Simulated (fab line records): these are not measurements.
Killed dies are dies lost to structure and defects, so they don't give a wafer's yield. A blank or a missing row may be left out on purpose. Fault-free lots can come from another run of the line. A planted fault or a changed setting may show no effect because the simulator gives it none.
Which tool was responsible? + flow nand harc + 14 lots with 42 wafers sampled at 5 steps, on a route of 1302 steps

## WHAT EACH GAUGE READ, for each wafer
NHARC_P_M2_INSPECT_27.
| lot  | measured     | on                | raw defect count |
|------|--------------|-------------------|------------------|
| L752 | day 7 07:04  | defect inspect-02 | 441 303 166      |
| L754 | day 7 19:26  | defect inspect-01 | 286 529 413      |
| L755 | day 8 01:58  | defect inspect-01 | 201 185 160      |
| L756 | day 8 16:11  | defect inspect-01 | 309 179 280      |
| L758 | day 9 08:28  | defect inspect-01 | 208 117 259      |
| L762 | day 11 01:56 | defect inspect-02 | 469 421 439      |
| L763 | day 11 10:52 | defect inspect-02 | 348 399 397      |
| L764 | day 11 21:57 | defect inspect-01 | 330 335 467      |
| L766 | day 12 18:40 | defect inspect-02 | 604 429 545      |
| L769 | day 14 04:35 | defect inspect-02 | 497 309 368      |
| L771 | day 14 21:12 | defect inspect-01 | 223 226 406      |
| L772 | day 15 17:30 | defect inspect-01 | 165 268 262      |
| L773 | day 15 23:55 | defect inspect-01 | 154 339 242      |
| L774 | day 16 12:17 | defect inspect-02 | 233 217 348      |

NHARC_END_SORT_01.
| lot  | measured     | on        | defect limited yield (%) | killed at array | killed at other | killed at periphery | killed dies | killed open | killed short |
|------|--------------|-----------|--------------------------|-----------------|-----------------|---------------------|-------------|-------------|--------------|
| L762 | day 28 10:52 | prober-02 | 0 0 0                    | 59 42 57        | 2 0 0           | 616 635 620         | 677 677 677 | 3 1 0       | 1 4 3        |
| L763 | day 29 14:55 | prober-01 | 0 0 0                    | 27 23 24        | 0 1 1           | 650 653 652         | 677 677 677 | 5 3 8       | 3 4 3        |
| L764 | day 30 00:46 | prober-02 | 0 0 0                    | 56 68 63        | 0 0 0           | 621 609 614         | 677 677 677 | 1 1 4       | 3 3 1        |
| L769 | day 32 20:53 | prober-01 | 94.2 95.7 94.7           | 34 25 32        | 2 1 1           | 3 3 3               | 39 29 36    | 6 3 4       | 5 2 6        |
| L771 | day 33 05:17 | prober-02 | 86.7 90.4 86.4           | 85 61 88        | 0 0 0           | 5 4 4               | 90 65 92    | 4 6 4       | 1 0 3        |

## EACH LOT AND THE TOOL THAT RAN IT (in order: tool; ch and the chambers of the sampled wafers; start)
| lot  | NHARC_P_M1_PRE_CLEAN_32         | NHARC_P_M2_DEGAS_29          | NHARC_P_BONDPAD_DEP_00          |
|------|---------------------------------|------------------------------|---------------------------------|
| L752 | pecvd-01 ch 0,1,2, day 7 03:01  | pvd sputter-02, day 7 05:31  | pecvd-03 ch 0,2, day 7 07:38    |
| L754 | pecvd-02 ch 0,1,2, day 7 15:20  | pvd sputter-03, day 7 17:52  | pecvd-01 ch 0,1,2, day 7 19:59  |
| L755 | pecvd-03 ch 0,1,2, day 7 21:56  | pvd sputter-02, day 8 00:26  | pecvd-03 ch 0,1,2, day 8 02:40  |
| L756 | pecvd-02 ch 0,2, day 8 12:05    | pvd sputter-01, day 8 14:37  | pecvd-02 ch 0,2, day 8 16:45    |
| L758 | pecvd-01 ch 0,1,2, day 9 04:23  | pvd sputter-01, day 9 06:54  | pecvd-02 ch 0,1, day 9 09:01    |
| L762 | pecvd-01 ch 0,2, day 10 21:51   | pvd sputter-03, day 11 00:23 | pecvd-03 ch 0,1, day 11 02:32   |
| L763 | pecvd-03 ch 0,1, day 11 06:49   | pvd sputter-02, day 11 09:19 | pecvd-01 ch 0,1, day 11 11:26   |
| L764 | pecvd-03 ch 0,2, day 11 17:42   | pvd sputter-03, day 11 20:24 | pecvd-03 ch 0,1,2, day 11 22:33 |
| L766 | pecvd-01 ch 0,2, day 12 14:44   | pvd sputter-01, day 12 17:07 | pecvd-02 ch 0,1, day 12 19:14   |
| L769 | pecvd-02 ch 0,1,2, day 14 00:32 | pvd sputter-03, day 14 03:03 | pecvd-02 ch 0,1,2, day 14 05:11 |
| L771 | pecvd-02 ch 0,1,2, day 14 17:04 | pvd sputter-02, day 14 19:39 | pecvd-02 ch 0,2, day 14 21:48   |
| L772 | pecvd-02 ch 0,2, day 15 13:24   | pvd sputter-01, day 15 15:58 | pecvd-02 ch 0,1, day 15 18:04   |
| L773 | pecvd-02 ch 0,2, day 15 19:45   | pvd sputter-03, day 15 22:21 | pecvd-03 ch 0,1,2, day 16 00:31 |
| L774 | pecvd-02 ch 0,1, day 16 08:11   | pvd sputter-02, day 16 10:43 | pecvd-02 ch 0,1,2, day 16 12:53 |
- NHARC_P_M1_PRE_CLEAN_32: time 12 s.
- NHARC_P_M2_DEGAS_29: time 60 s.
- NHARC_P_BONDPAD_DEP_00: deposits SiCN, target thk 250 nm.

## WHAT THE TOOLS THEMSELVES READ (means of the sampled wafers that have a number; where no wafer has one, the mark that the record gives instead)
NHARC_P_M1_PRE_CLEAN_32.
| lot  | tool     | heater power w (W) |
|------|----------|--------------------|
| L752 | pecvd-01 | 615                |
| L754 | pecvd-02 | 644                |
| L755 | pecvd-03 | 670                |
| L756 | pecvd-02 | 678                |
| L758 | pecvd-01 | 600                |
| L762 | pecvd-01 | 620                |
| L763 | pecvd-03 | 590                |
| L764 | pecvd-03 | 660                |
| L766 | pecvd-01 | 559                |
| L769 | pecvd-02 | 654                |
| L771 | pecvd-02 | 670                |
| L772 | pecvd-02 | 650                |
| L773 | pecvd-02 | 652                |
| L774 | pecvd-02 | 604                |

NHARC_P_M2_DEGAS_29.
| lot  | tool           | heater power w (W) |
|------|----------------|--------------------|
| L752 | pvd sputter-02 | 318                |
| L754 | pvd sputter-03 | 320                |
| L755 | pvd sputter-02 | 333                |
| L756 | pvd sputter-01 | 309                |
| L758 | pvd sputter-01 | 339                |
| L762 | pvd sputter-03 | 311                |
| L763 | pvd sputter-02 | 321                |
| L764 | pvd sputter-03 | 328                |
| L766 | pvd sputter-01 | 317                |
| L769 | pvd sputter-03 | 320                |
| L771 | pvd sputter-02 | 331                |
| L772 | pvd sputter-01 | 308                |
| L773 | pvd sputter-03 | 338                |
| L774 | pvd sputter-02 | 333                |

NHARC_P_BONDPAD_DEP_00.
| lot  | tool     | chamber pressure Torr (Torr) | heater power outer w (W) | heater power w (W) |
|------|----------|------------------------------|--------------------------|--------------------|
| L752 | pecvd-03 | 3.003                        | 378                      | 623                |
| L754 | pecvd-01 | 2.999                        | 321                      | 540                |
| L755 | pecvd-03 | 3.004                        | 358                      | 604                |
| L756 | pecvd-02 | 3.005                        | 327                      | 555                |
| L758 | pecvd-02 | 3.001                        | 390                      | 651                |
| L762 | pecvd-03 | -                            | -                        | -                  |
| L763 | pecvd-01 | -                            | -                        | -                  |
| L764 | pecvd-03 | -                            | -                        | -                  |
| L766 | pecvd-02 | 3.006                        | 337                      | 583                |
| L769 | pecvd-02 | 3.004                        | 341                      | 594                |
| L771 | pecvd-02 | 3.007                        | 357                      | 594                |
| L772 | pecvd-02 | 3.006                        | 374                      | 633                |
| L773 | pecvd-03 | 2.999                        | 383                      | 633                |
| L774 | pecvd-02 | 3.002                        | 321                      | 565                |

## THE ANSWER, worked out from the rows above alone
Rule: the lots themselves supply what counts as usual. The widest of any qualifying gaps counts: lots, ordered by their means at a reading, are off when they make up no more than a third of the lots, leave a main group of 4 or more, and stand apart from it by 3 or more times the standard deviation of that group's means. A main group whose means are all the same, to the digits that the tables above print for the reading, isn't used. A lot without any number at a reading at which 4 lots or more have one is off too. All remaining lots with rows at the step are treated as sound. After the gauges, taken in route order, come the tools' own readings; for these a lot's mean is taken, as printed above. The first step at which some lot is off is used, and at that step the reading that is off furthest; a lot without a number counts as furthest.
Off: L762, L763, L764 (NHARC_P_BONDPAD_DEP_00, chamber pressure Torr). Without a number there: L762, L763, L764. Main group: mean 3.003 Torr, sd 0.0026.
If a tool, at that step or one of the process steps before it, ran each lot that is off and ran no sound lot following the first of them, it fits. Not one of the candidates tried fits.

## WHAT THE SIMULATOR HAD PUT IN
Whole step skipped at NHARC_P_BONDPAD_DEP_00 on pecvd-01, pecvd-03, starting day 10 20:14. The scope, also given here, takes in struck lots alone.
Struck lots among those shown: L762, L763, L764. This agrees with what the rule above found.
